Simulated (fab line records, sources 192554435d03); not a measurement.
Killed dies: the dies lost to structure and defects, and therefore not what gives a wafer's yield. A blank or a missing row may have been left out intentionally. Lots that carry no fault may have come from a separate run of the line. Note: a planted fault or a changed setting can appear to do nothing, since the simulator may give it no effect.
The same fault as seen by 3 desks    flow n5-finfet    numbers are kept per desk, each desk with only its own; the story behind them comes last

== AT THE METROLOGY DESK ==
What the gauges read for every lot (on any tool): the sampled wafers with a number, averaged. A lot is out of limits, marked OUT, if its mean lies more than 4 standard deviations from the usual mean; the brackets give that distance. Of its 12 readings 7 are shown: those that lie furthest out on some lot.
Columns: A = DIBL_N at N5_BEOL_M4_RC_MEAS_101, usual 37.2 mV/V; B = DIBL_P at N5_BEOL_M4_RC_MEAS_101, usual 37.3 mV/V; C = IOFF_N at N5_BEOL_M4_RC_MEAS_101, usual 0.18 nA/um; D = IOFF_P at N5_BEOL_M4_RC_MEAS_101, usual 0.24 nA/um; E = ION_N at N5_BEOL_M4_RC_MEAS_101, usual 680 uA/um; F = ION_P at N5_BEOL_M4_RC_MEAS_101, usual 466 uA/um; G = SS_P at N5_BEOL_M4_RC_MEAS_101, usual 73.5 mV/dec
lot   first seen here  A     B     C     D     E    F    G
L899  day 6 02:58      35.0  31.7  0.12  0.15  660  454  72.3
L901  day 6 17:36      35.2  35.4  0.15  0.21  673  467  73.8
L905  day 7 22:36      37.4  37.1  0.19  0.27  681  470  73.5
L906  day 7 23:03      38.2  36.3  0.17  0.21  676  460  73.0
L909  day 9 16:18      40.4  40.2  0.23  0.28  687  465  74.3
L913  day 11 01:38     37.3  39.5  0.20  0.28  692  478  73.8
Result from this desk: across the 6 lots, nothing is out of limits.

== TOOL OWNER'S DESK, rie-diel-04 ==
The tool's own readings at N5_MOL_CONTACT_COAG_ETCHBACK_134 (etches SiO2 in CHF3, target depth 10 nm, time 6.7 s): means of the sampled wafers that have a number, for each lot that ran on this tool. A lot is out of limits, marked OUT, if its mean lies more than 4 standard deviations from the usual mean; the brackets give that distance.
Columns: A = drypump-motor-current-A at N5_MOL_CONTACT_COAG_ETCHBACK_134, usual 5.6 A; B = oes_f_703_au at N5_MOL_CONTACT_COAG_ETCHBACK_134, usual 0.79 a.u.; C = oes-product-au at N5_MOL_CONTACT_COAG_ETCHBACK_134, usual 0.79 a.u.; D = rf-fwd-power-W at N5_MOL_CONTACT_COAG_ETCHBACK_134, usual 603 W; E = rf-vpp-V at N5_MOL_CONTACT_COAG_ETCHBACK_134, usual 532 V; F = showerhead-plenum-p-Torr at N5_MOL_CONTACT_COAG_ETCHBACK_134, usual 2.40 Torr; G = throttle-valve-pct at N5_MOL_CONTACT_COAG_ETCHBACK_134, usual 18.67 %
lot   first seen here  A    B     C     D    E    F     G
L901  day 6 18:06      5.8  0.80  0.79  602  535  2.39  18.73
L905  day 7 23:14      5.9  0.76  0.76  604  538  2.40  18.60
L906  day 8 00:08      5.5  0.80  0.81  604  531  2.33  18.77
Result from this desk: across the 3 lots, nothing is out of limits.

== THE DEFECT DESK ==
Counts from the inspections along the route, per lot, as means over the sampled wafers that have a number. A lot is out of limits, marked OUT, if its mean lies more than 4 standard deviations from the usual mean; the brackets give that distance.
Columns: A = raw-defect-count at N5_MOL_CONTACT_COAG_INSPECT_42, usual 196
lot   first seen here  A
L899  day 6 03:03      144
L901  day 6 17:41      280
L905  day 7 22:41      174
L906  day 7 23:08      201
L909  day 9 16:23      134
L913  day 11 01:43     201
Result from this desk: across the 6 lots, nothing is out of limits.

== BROUGHT TOGETHER ==
Metrology desk: nothing out of limits seen.
The desk of the tool owner found nothing out of limits.
The defect desk saw nothing out of limits.

== WHAT THE SIMULATOR PUT IN ==
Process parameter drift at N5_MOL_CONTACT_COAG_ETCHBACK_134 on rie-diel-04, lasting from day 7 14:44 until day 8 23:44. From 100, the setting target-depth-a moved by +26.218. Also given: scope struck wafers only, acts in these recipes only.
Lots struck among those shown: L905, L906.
